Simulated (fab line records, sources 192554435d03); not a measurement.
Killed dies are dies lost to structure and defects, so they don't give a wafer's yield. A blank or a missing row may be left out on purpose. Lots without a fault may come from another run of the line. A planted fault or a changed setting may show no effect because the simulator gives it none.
fab line records | flow n5_finfet
record lots=4 wafers=10 last_day=16
route steps=1938 shown BEOL_M4@1099 BEOL_M5@1112 BEOL_M15@1800 PASSIVATION@1936
lots that met no fault: from a run of the same line without faults
start_h: hours from the record's first day to the start of the lot's first wafer shown | wait_h: hours since the lot's step before | " the same as in the row above | L1.1+2: a row that stands for several wafers | - no value, or no start given | * or withheld: withheld | < > ~ a bound
route shown NAME@n: a module of which the file shows steps, and the number in the route of the first | usual: mean/standard deviation of fault-free wafers | same: alike in all rows | chamber/n: place in a boat | sites: the reading at each site | _std_site: their standard deviation | _edge_site: outer sites' mean less inner sites' | radius_mm: how far each site lies from the wafer's centre | mask NAME#n: copy n | behind: the tool/chamber that last shaped the wafer | hold: why the lot was held/for how many hours/how that ended | device: the transistor (n, p or np) that didn't switch | end of line: the same wafers' tests at the end of the route | a step without rows: its recipe alone | killed: dies lost to structure and defects at the first sort, not the wafer's yield | map: a wafer's dies, x killed, . not, _ none there
set.NAME: the setting as run; set.NAME@STEP: as run at that earlier step | model.NAME: the simulator's own value behind a step, which no gauge read
lots at some steps of the route; a table a step, a row a wafer
services: from which hour (start_h, from the record's first day; less than 0 if before it) a tool's chamber was out of use, for how many hours, and why
## steps
# step N5_BEOL_M4_ANNEAL_95
# recipe temp_c=400 time_s=240 ambient=vacuum
# step N5_BEOL_M4_SPUTTER_96
# recipe material=Cu target_thk_a=45 temp_c=-20 chamber_pressure_pa=0.07 power_w=withheld time_s=8.29
# step N5_BEOL_M4_ECD_50
# recipe material=Cu target_thk_a=3000
# step N5_BEOL_M4_ANNEAL_51
# recipe temp_c=225 time_s=90 ambient=N2
# step N5_BEOL_M4_CMP_52
# recipe stop_on=SiOC t_overpolish_s=6.8 down_force_psi=1 platen_rpm=50 clearing_platen_down_force_psi=1.5 clearing_platen_rpm=50 post_cmp_clean=cu_alkaline target_thk_nm=40 clearing_platen_pad_velocity_m_s=0.99484 pad_velocity_m_s=0.99484
# step N5_BEOL_M4_PRE_CLEAN_60
# recipe gas=NH3/H2 time_s=15 temp_c=* rf_power_w=300
# step N5_BEOL_M4_CO_CAP_55
# recipe material=Co target_thk_a=20 temp_c=200 precursor=CCTBA/H2 pressure_torr=30 time_s=102.1
# step N5_BEOL_M4_PRE_CLEAN_56
# recipe gas=NH3 time_s=15 temp_c=withheld rf_power_w=300
# step N5_BEOL_M4_DEP_57
# recipe material=SiCN target_thk_a=80 temp_c=withheld precursor=3MS/NH3 pressure_torr=3 rf_w=202 time_s=14
# step N5_BEOL_M4_RC_MEAS_101
# usual DIBL_N=36.3/1 DIBL_P=36.2/1.4 IOFF_N=0.157/0.021 IOFF_P=0.206/0.025 ION_N=673/9 ION_P=461/6.4 SS_N=71.5/0.5 SS_P=73.2/0.47 VT_N=249.9/2.4 VT_P=-250.6/2.9
# columns lot.wafer tool chamber start_h wait_h DIBL_N[mV/V] DIBL_P[mV/V] IOFF_N[nA/um] IOFF_P[nA/um] ION_N[uA/um] ION_P[uA/um] SS_N[mV/dec] SS_P[mV/dec] VT_N[mV] VT_P[mV]
L903.2 prober-02 0 199.80 0.2 36.6 37.1 0.158 0.208 670 457 71.3 73.6 251.4 -251.3
L903.3 " 0 " " 34.5 34.7 0.138 0.184 673 465 71.1 73.2 250.4 -249.8
L903.5 " 0 " " 36.5 37.6 0.159 0.216 663 454 71.3 73.7 252.1 -251.2
L908.1 prober-02 0 214.82 0.0 36.6 35.4 0.141 0.187 660 458 71.7 73.0 249.0 -251.4
L908.4 " 0 " " 35.8 34.9 0.130 0.179 674 458 71.0 72.7 250.5 -252.5
L911.1 prober-01 0 247.18 0.0 33.5 32.4 0.125 0.165 663 447 71.0 73.2 252.8 -254.5
L911.4 " 0 " " 37.6 37.8 0.190 0.232 675 455 72.0 73.8 250.0 -248.7
L919.2 prober-01 0 289.31 0.2 37.5 36.1 0.166 0.236 683 470 72.1 72.6 248.3 -246.5
L919.5 " 0 " " 37.4 35.7 0.164 0.234 678 463 71.5 73.8 250.8 -245.9
L919.6 " 0 " " 36.6 35.1 0.152 0.210 675 463 70.4 73.3 249.1 -250.4
# step N5_BEOL_M5_ILD_DEP_00
# recipe material=SiCOH_lowk target_thk_a=1406.4 temp_c=300 precursor=DEMS/porogen pressure_torr=5 rf_w=500 time_s=25.9
# step N5_BEOL_M5_CURE_79
# recipe temp_c=385 time_s=240 ambient=He/Ar material=SiCOH_lowk
# step N5_BEOL_M5_PECVD_70
# recipe material=SiO2 target_thk_a=160 temp_c=400 precursor=TEOS/O2 pressure_torr=5.5 rf_w=450 teos_flow_sccm=53.8 gas=O2 flow_sccm=3000 time_s=18
# step N5_BEOL_M5_HM_DEP_02
# recipe material=TiN target_thk_a=200 temp_c=25 chamber_pressure_pa=0.49996
# step N5_BEOL_M5_COAT_59
# recipe resist=SOC temp_c=250 time_s=60 spin_rpm=1500 resist_thk_nm=60
# step N5_BEOL_M5_COAT_60
# recipe resist=SiARC temp_c=220 time_s=60 spin_rpm=1500 resist_thk_nm=12
# step N5_BEOL_M5_COAT_71
# recipe resist=underlayer temp_c=205 time_s=60 spin_rpm=1500 resist_thk_nm=5
# step N5_BEOL_M5_COAT_05
# recipe resist=CAR-EUV spin_rpm=1500 resist_thk_nm=30
# step N5_BEOL_M5_EBR_07
# recipe solvent=PGMEA ebr_width_mm=1.5
# step N5_BEOL_M5_SOFTBAKE_06
# recipe temp_c=110 time_s=60 resist=CAR-EUV
# step N5_BEOL_M5_EXPOSE_08
# recipe mask_id=M5 na=0.33 source_shape=annular sigma_inner=0.4 sigma_outer=0.8 polarization=unpolarized target_cd_nm=28 dose_mj=35.75
# step N5_BEOL_M5_PEB_09
# recipe peb_temp_c=100 peb_time_s=60 resist=CAR-EUV
# step N5_BEOL_M5_DEVELOP_10
# recipe develop_time_s=30 developer=TMAH resist=CAR-EUV rinse_liquid=surfactant_rinse dry=air_spin dev_temp_c=23
# step N5_BEOL_M5_DESCUM_16
# recipe chemistry=O2 time_s=7 source_power_w=50 bias_power_w=20 pressure_mtorr=20 rf_frequency_hz=2.712e+07 temp_c=40 resist=CAR-EUV o2_flow_sccm=225
# step N5_BEOL_M5_ETCH_72
# recipe chemistry=N2/H2 target=underlayer target_depth_a=65 mask_material=CAR-EUV time_s=5.2 ion_energy_ev=200 pressure_mtorr=30 source_w=840 bias_w=150 n2_flow_sccm=200 h2_flow_sccm=200 ends=cleared
# step N5_BEOL_M5_ETCH_61
# recipe chemistry=CF4 target=SiARC target_depth_a=156 mask_material=CAR-EUV time_s=26 ion_energy_ev=80 pressure_mtorr=40 source_w=545 bias_w=36 Ar_flow_sccm=100 cf4_flow_sccm=100 ends=cleared
# step N5_BEOL_M5_ETCH_62
# recipe chemistry=N2/H2 target=SOC target_depth_a=750 overetch_a=150 mask_material=SiARC temp_c=40 time_s=112.5 ion_energy_ev=200 pressure_mtorr=30 source_w=840 bias_w=150 n2_flow_sccm=200 h2_flow_sccm=200
# step N5_BEOL_M5_STRIP_63
# recipe chemistry=N2/H2 temp_c=40 n2_flow_sccm=200 h2_flow_sccm=200 rf_frequency_hz=6e+07
# step N5_BEOL_M5_STRIP_73
# recipe chemistry=N2/H2 temp_c=40 n2_flow_sccm=200 h2_flow_sccm=200 rf_frequency_hz=6e+07
# step N5_BEOL_M5_STRIP_64
# recipe chemistry=CF4 resist=SiARC power_w=300 bias_power_w=75 pressure_mtorr=50 cf4_flow_sccm=150 rf_frequency_hz=6e+07
# step N5_BEOL_M5_HM_OPEN_17
# recipe chemistry=Cl2/BCl3 target_depth_a=200 overetch_a=60 target=TiN mask_material=SOC ion_energy_ev=150 pressure_mtorr=10 icp_w=1000 bias_w=126 Cl2_flow_sccm=53.25 bcl3_flow_sccm=21.75 Ar_flow_sccm=25
# step N5_BEOL_M5_STRIP_19
# recipe chemistry=O2 power_w=400 temp_c=40 pressure_mtorr=30 rf_frequency_hz=6e+07 bias_power_w=0 overash_fraction=0.2 o2_flow_sccm=225
# step N5_BEOL_M5_COAT_65
# recipe resist=SOC temp_c=250 time_s=60 spin_rpm=1500 resist_thk_nm=60
# step N5_BEOL_M5_COAT_66
# recipe resist=SiARC temp_c=220 time_s=60 spin_rpm=1500 resist_thk_nm=12
# step N5_BEOL_M15_EXPOSE_25
# recipe mask_id=M15 na=0.8 source_shape=annular sigma_inner=0.5 sigma_outer=0.8 polarization=unpolarized target_cd_nm=400 dose_mj=35.5
# same na=0.8
# columns lot.wafer tool chamber start_h wait_h mask
L903.2+3+5 krf_scanner-01 0 282.37 - M15#0
L908.1+4 krf_scanner-01 0 301.79 - M15#0
L911.1+4 krf_scanner-01 0 328.08 - M15#0
L919.2+5+6 krf_scanner-02 0 367.13 - M15#0
# step N5_BEOL_M15_CD_MEAS_28
# recipe target_cd_nm=407.6 landing_energy_ev=500 detector=se_inlens
# usual cd_nm=408.2/1.4
# columns lot.wafer tool chamber start_h wait_h cd_nm
L903.2 cd_sem-01 0 282.54 - 407.7
L903.3 " 0 " " 411.1
L903.5 " 0 " " 409.5
L908.1 cd_sem-02 0 301.96 - 489.1
L908.4 " 0 " " 489.3
L911.1 cd_sem-02 0 328.25 - 486.2
L911.4 " 0 " " 488.8
L919.2 cd_sem-02 0 367.30 - 410.5
L919.5 " 0 " " 409.3
L919.6 " 0 " " 410.2
# step N5_BEOL_M15_DESCUM_33
# recipe chemistry=O2 time_s=7.9 source_power_w=50 bias_power_w=20 pressure_mtorr=20 rf_frequency_hz=2.712e+07 temp_c=40 o2_flow_sccm=225
# usual drypump_motor_current_A=5.8/0.68 o2_flow_sccm=225.0/0.72 oes_product_au=0.79/0.089 rf_vpp_V=242.6/1.6 showerhead_plenum_p_Torr=2.07/0.084 throttle_valve_pct=20.39/0.19
# columns lot.wafer tool chamber start_h wait_h drypump_motor_current_A o2_flow_sccm oes_product_au rf_hours_counter_h rf_vpp_V showerhead_plenum_p_Torr throttle_valve_pct model.BEOL_M15.cd_nm
L903.2 rie_diel-05 0 282.62 0.0 4.7 224.9 0.83 71 242.6 2.02 20.21 407.6
L903.3 " 1 " " 6.0 225.1 0.91 24 243.1 2.05 20.38 411
L903.5 " 1 " " 6.0 223.7 0.92 - 241.5 2.05 20.39 409.2
L908.1 rie_diel-05 2 302.16 0.1 6.2 223.2 0.69 213 242.8 2.00 20.69 489.2
L908.4 " 3 " " 6.8 225.9 0.73 184 240.5 1.99 20.45 489.6
L911.1 rie_diel-05 2 328.34 0.0 6.2 224.0 0.69 220 241.1 1.99 20.69 486.4
L911.4 " 3 " " 6.8 226.5 0.75 191 240.1 1.98 20.46 488.8
L919.2 rie_diel-05 2 367.38 0.0 6.2 225.6 0.67 231 242.2 1.99 20.71 410.4
L919.5 " 1 " " 6.0 225.5 0.87 - 243.0 2.04 20.44 409.2
L919.6 " 2 " " 6.2 225.1 0.67 - 242.0 1.99 20.72 410.6
# step N5_BEOL_M15_ETCH_38
# recipe chemistry=CF4/N2 target=SiCN target_depth_a=1064 taper_deg=2 time_s=120.5 ion_energy_ev=150 mask_material=SiO2 pressure_mtorr=40 source_w=430 bias_w=70 Ar_flow_sccm=100 cf4_flow_sccm=60 n2_flow_sccm=60
# usual drypump_motor_current_A=5.7/0.65 oes_product_au=0.80/0.093 rf_vpp_V=382.0/2.2 showerhead_plenum_p_Torr=2.19/0.086 throttle_valve_pct=15.40/0.21
# columns lot.wafer tool chamber start_h wait_h drypump_motor_current_A oes_product_au rf_hours_counter_h rf_vpp_V showerhead_plenum_p_Torr throttle_valve_pct model.BEOL_M15.cd_nm
L903.2 rie_diel-05 2 - - 6.2 0.69 206 380.6 2.10 15.63 400.8
L903.3 " 3 " " 6.8 0.75 178 379.8 2.12 15.57 403.6
L903.5 " 2 " " 6.2 0.69 - 380.1 2.10 15.64 401.2
L908.1 rie_diel-01 0 - - 6.0 0.94 28 382.1 2.25 15.26 481.4
L908.4 " 2 " " 6.3 0.72 216 382.8 2.27 15.81 482.8
L911.1 rie_diel-05 3 - - 6.8 0.74 191 379.4 2.11 15.59 478.4
L911.4 " 2 " " 6.2 0.67 220 379.8 2.09 15.67 480.8
L919.2 rie_diel-03 3 - - 5.2 0.72 186 378.5 2.03 15.42 402.4
L919.5 " 3 " " 5.2 0.72 - 378.6 2.03 15.42 401.8
L919.6 " 2 " " 5.1 0.70 - 385.9 2.27 15.46 402
# step N5_PASSIVATION_PROBE_49
# usual defect_limited_yield=91.1/1.3 killed_at_M0_to_M3=36/10 killed_at_M4_up=14/4.4 killed_at_contacts=14/5.7 killed_at_front_end=39/9.4 killed_at_other=2.9/2.6 killed_dies=105/15 killed_on_rim=14/3.5 killed_open=70/12 killed_short=34/7.1 sort_bin_5_function=5.3/0.77 sort_bin_6_memory=3.3/0.66 sort_n_pass=1075/15 sort_yield_pct=91.1/1.3
# same gross_dies=1180 killed_at_back_side=0 sort_bin_4_leakage[%]=0 sort_bin_8_speed[%]=0
# columns lot.wafer tool chamber start_h wait_h defect_limited_yield[%] killed_at_M0_to_M3 killed_at_M4_up killed_at_contacts killed_at_front_end killed_at_other killed_dies killed_on_rim killed_open killed_short sort_bin_5_function[%] sort_bin_6_memory[%] sort_n_pass sort_yield_pct[%]
L903.2 prober-01 - 302.85 0.1 92.4 25 9 17 39 0 90 13 50 35 4.8 2.5 1090 92.4
L903.3 prober-01 - 302.90 0.1 89.4 32 17 15 58 3 125 19 88 37 6.6 3.7 1055 89.4
L903.5 prober-01 - 303.00 0.2 90.0 37 15 17 46 3 118 14 77 39 6.4 3.3 1062 90.0
L908.1 prober-02 - 318.51 0.0 17.4 39 890 15 29 2 975 76 69 34 6.1 2.7 205 17.4
L908.4 prober-02 - 318.66 0.2 16.6 32 913 9 29 1 984 70 54 30 4.7 2.4 196 16.6
L911.1 prober-01 - 345.64 0.0 22.8 37 826 7 38 3 911 63 65 31 3.9 3.9 269 22.8
L911.4 prober-01 - 345.79 0.2 18.3 38 881 14 27 4 964 68 63 32 4.8 3.2 216 18.3
# killed by level:class
L903.2 MOL_CONTACT_COAG:geometric_particle:open=12 FIN_SAQP:geometric_particle:short=7 BEOL_M2:geometric_particle:open=7 DUMMY_GATE:geometric_particle:open=6 STI_FIN_REVEAL:geometric_particle:open=5 GATE_CUT:geometric_particle:short=5 MOL_CONTACT_COAG:geometric_particle:short=5 BEOL_M0_SAQP:geometric_particle:short=5
L903.3 STI_FIN_REVEAL:geometric_particle:open=15 FIN_SAQP:geometric_particle:open=14 MOL_CONTACT_COAG:geometric_particle:open=12 GATE_CUT:geometric_particle:short=9 BEOL_M4:geometric_particle:open=9 BEOL_M0_SAQP:geometric_particle:short=8 BEOL_M0_SAQP:geometric_particle:open=7 BEOL_M7:geometric_particle:open=6
L903.5 MOL_CONTACT_COAG:geometric_particle:open=13 BEOL_M4:geometric_particle:open=10 FIN_SAQP:geometric_particle:short=9 BEOL_M0_SAQP:geometric_particle:open=9 BEOL_M0:geometric_particle:open=7 GATE_CUT:geometric_particle:short=6 BEOL_M0_SAQP:geometric_particle:short=6 STI_FIN_REVEAL:geometric_particle:open=5
L908.1 BEOL_M15:area_expose=866 MOL_CONTACT_COAG:geometric_particle:open=13 BEOL_M4:geometric_particle:open=11 BEOL_M0_SAQP:geometric_particle:short=9 BEOL_M0_SAQP:geometric_particle:open=9 STI_FIN_REVEAL:geometric_particle:open=7 BEOL_M1:geometric_particle:open=7 BEOL_M4:geometric_particle:short=6
L908.4 BEOL_M15:area_expose=897 STI_FIN_REVEAL:geometric_particle:open=9 BEOL_M0_SAQP:geometric_particle:open=8 MOL_CONTACT_COAG:geometric_particle:open=7 BEOL_M2:geometric_particle:open=7 BEOL_M4:geometric_particle:open=6 BEOL_M3:geometric_particle:short=6 FIN_SAQP:geometric_particle:short=4
L911.1 BEOL_M15:area_expose=815 STI_FIN_REVEAL:geometric_particle:open=13 BEOL_M2:geometric_particle:open=9 BEOL_M3:geometric_particle:open=9 BEOL_M2:geometric_particle:short=6 GATE_CUT:geometric_particle:short=5 MOL_CONTACT_COAG:geometric_particle:open=5 FIN_SAQP:geometric_particle:open=4
L911.4 BEOL_M15:area_expose=867 MOL_CONTACT_COAG:geometric_particle:open=11 BEOL_M3:geometric_particle:open=9 BEOL_M0_SAQP:geometric_particle:short=8 BEOL_M4:geometric_particle:open=8 BEOL_M0_SAQP:geometric_particle:open=7 BEOL_M1:geometric_particle:open=6 FIN_SAQP:geometric_particle:open=4
# map L908.4 (x killed, . not)
_________________xxx.x.xxxx.x________________
______________xx.x.xxxx.x..xx..._____________
___________.x..xxxxxxxxxxxxxx.xxxx.__________
__________.xx.xx.x..xxxxxxxxxx.xxxx._________
________x..xxxx.xxx.xxxxxxxxxxxxx.x..._______
_______xxxxxxxxxxxxxxxxxxxxxx.xxxxx.xx.______
______x.x..x.xxxxxxxxxxxxxxxx.xxxxx.x.x._____
_____xxxx.xxxxxxxxxxxxxxxxxxxxxxxxx..xxxx____
____x...x.xxxxxxxxxxxxxxxxxxxxxxxxxxx..xx.___
___x.xxx.xxxxxxxxxxxxxxxxxxxxxxxxxx.xxxx...__
___x.xxxxxxxxxxxxxxxxxxxxxxxxxxxxxxxx.xxxx.__
__...xxxxxxxxxxxxxxxxxxxxxxxxxxxxxxxxxxxx.xx_
__..xxxxxxxxxxxxxxxxxxxxxxxxxx.xxxxxxxxxxx.._
_xxx.x.xxxxxxxxxxxxxxxxxxxxxxxxxxxxxxx.xxx...
_...xxxxxxxxxxxxxxxxxxxxxxxxxxxxxxxxxxx.xxx..
_xxxxxxxxxxxxxxxxxxxxxxxxxxxxxxxxxxxxxxxxxxx.
_x.xxxxx.xxxxxxxxxxxxxxxxxxxxxxxxxxxxxxxxx.x.
_x..xxxxxxx.xxxxxxxxxxxxxxxxxxxxxxxxxxxxxx.xx
_xxx.x.xxxxxxxxxxxxxxxxxxxxxxxxxxxxxxx.xx.xx.
_...xxxxxxxxxxxxxxxxxxxxxxxxxxxxxxxxxxxxx.x..
_..xxxx.xxxxxxxxxxxxxxxxxxxxxxxxxxxxxx.xxx...
__x..xxxxxxxxxxxxxxxxxxxxxxxxxxxxxxxxxxx.x.._
__xx.xx..xxxxxxxxxxxxxxxxxxxxxxxxxxxxxxx.x.x_
___.x.xxxxxxxxxxxxxxxxxxxxxxxxxxxxxxxxxxxx.__
___x.x.xxxxxxxxxxxxxxxxxxxxxxxxxxxx.xxx....__
____xxxxxx.xxxxxxxxxxxxxxxxxxxxxx.xxxxxx..___
_____x.x.xx.xxxxxx.xxxxxxxxxxxxxx.xxxxxx.____
______.x.xxx.xx.x.xxxxxxxxxxxxxx.xxxx..._____
_______.xxx.x.xxxxxxxxxxxxxxxxxxx..x..x______
________xxxx.xx.x...xxxxxxx.xxxxxxx.x._______
__________xxxxx.xxxx..xxxxx.xxx.xx.._________
___________..x.xxxx.xx.xxxxx.xx.x..__________
______________.xxx.x.xxx.x...xx._____________
_________________....xx.x....________________
# map L911.4 (x killed, . not)
_________________xxx..x..xx.x________________
______________..xx.xxx.x..xxx..._____________
___________xxx.xxxxxxxxxx.xx.x....x__________
__________..xxxxx.xxxxxxx.xxxxxx.x.x_________
________..xxxxx.xxxxxx.xxxxxxxx...xx.x_______
_______xxxxxxxxxxxxxxxxxxxxx..xxxx.xx..______
______.xx.xxxxxxxxxxxxxxxxxx.xxxxxxx...._____
_____.xxxxxxxxxxxxxxxxxxxxxxxxxxxx.xxx.x.____
____.xxx.xxxxxxxxxxxxxxxxxxxxxxxx.xxxxx.x.___
___.....xxxxxxxxxxxxxxxxxxxxxxxxxxxxxxx.xx.__
___.x.xxxxxxxxxxxxxxxxxxxxxxxxxxxxxxxxxxx..__
__.x.xxxxxxxxxxxxxxxxxxxxxxxxxxxxxxxxx...x.x_
__...xxxxxxxxxxxxxxxxxxxxxxxxxxxxxxxxxxxxxx._
_.xxxx.xxxxxxxxxxxxxxxxxxxxxxxxxxxxxxxxx....x
_..xxxxxxxxxxxxxxxxxxxxxxxxxxxxxxxxxxxxxxx..x
_.xx.xxxxxxxxxxxxxxxxxxxxxxxxxxxxxxxxxx.xx...
_xxx.xxxxxxxxxxxxxxxxxxxxxxxxxxxxxxxxxxxxxxx.
_x.xx.xx.xxxxxxxxxxxxxxxx.xxxxxxxxxxxx.xxxx.x
_xxxxxxxxxxxxxxxxxxxxxxxxxxxxxxxxxxxxxxxx..x.
_xxxxxxxxxxxxxxxxxxxxxxxxxxxxxxxxxxxxxxxxx...
_...xxxxxxxxxxxxxxxxxxxxxxxxxxxxxxx.xxxx.x...
__.x..xxxxxxxxxxxxxxxxxxxxxxxxxxxxxxx.xx..xx_
__x.x.xxxxxxxxxxxxxxxxxxxxxxxxxxx.xxxxx.xx.._
___x.xxxxxxxxxxxxxxxxxxxxxxxxxxxxxxxx.xxxx.__
___xxx...xxxxxxxxxxxxxxxxxxxxxxxxxxxx.x.xx.__
____xx...x.xxxxxxxxxxxxxxxxxxxxxxxxx.x..xx___
_____..xx.xxxxxxxxxxxxxxxxxxxxxx.x.x.....____
______xxxxxx.xxxxxxxxxxxxxxxxxxxxxxxxxx._____
_______x.xx.x.xxxx.xxxxxxxxx.xxx...x...______
________x.....xxxx.xx..xxxxx....xx.x.._______
__________...xxx.xxxxxxxxx.xxxxxxx.x_________
___________x.xx..xxx.x.xx......x.xx__________
______________.xxxx..x...x.xxx.._____________
_________________...xx..x.x..________________
## services
# columns tool chamber start_h hours kind
rie_diel-03 0 263.00 - clean
rie_diel-03 0 263.00 - consumable_replace:focus_ring
rie_diel-03 0 263.00 18.7 scheduled_down
rie_diel-03 0 263.00 18.7 vent_cycle
krf_scanner-01 - 269.26 1.0 pm
krf_scanner-02 - 275.60 1.3 pm
rie_diel-01 2 276.08 10.4 repair
krf_scanner-01 0 279.85 - calibration
krf_scanner-02 - 288.62 1.0 pm
krf_scanner-01 - 289.81 1.3 pm
rie_diel-03 1 291.76 7.9 repair
krf_scanner-02 0 339.19 - calibration
rie_diel-03 2 364.20 1.3 repair
## key
first_sign step=N5_BEOL_M15_CD_MEAS_28 reading=cd_nm direction=up sigmas=58 usual=408.2 struck=488.4
effect step=N5_PASSIVATION_PROBE_49 reading=killed_at_M4_up direction=up sigmas=99+ usual=14 struck=878
model_effect step=N5_BEOL_M15_DESCUM_33 value=BEOL_M15.cd_nm without=407.1 struck=488.5
model_effect step=N5_BEOL_M15_ETCH_38 value=BEOL_M15.cd_nm without=399.4 struck=480.9
more_kills_born_at N5_BEOL_M15_EXPOSE_25@krf_scanner-01=3445
met_at N5_BEOL_M15_EXPOSE_25
struck_wafers L908.1,L908.4,L911.1,L911.4
later_rows_left_out L908.1,L908.4,L911.1,L911.4
onset_between 282.37 301.79
fault kind=process_parameter_drift tool=krf_scanner-01 chamber=- onset_h=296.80 steps=N5_BEOL_M15_EXPOSE_25 channel=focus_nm offset=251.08 shape=step end_h=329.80 scope=struck_wafers_only
# later_rows_left_out: the simulator's readings of these wafers behind a module that went badly wrong aren't trusted and aren't shown, but for the sort
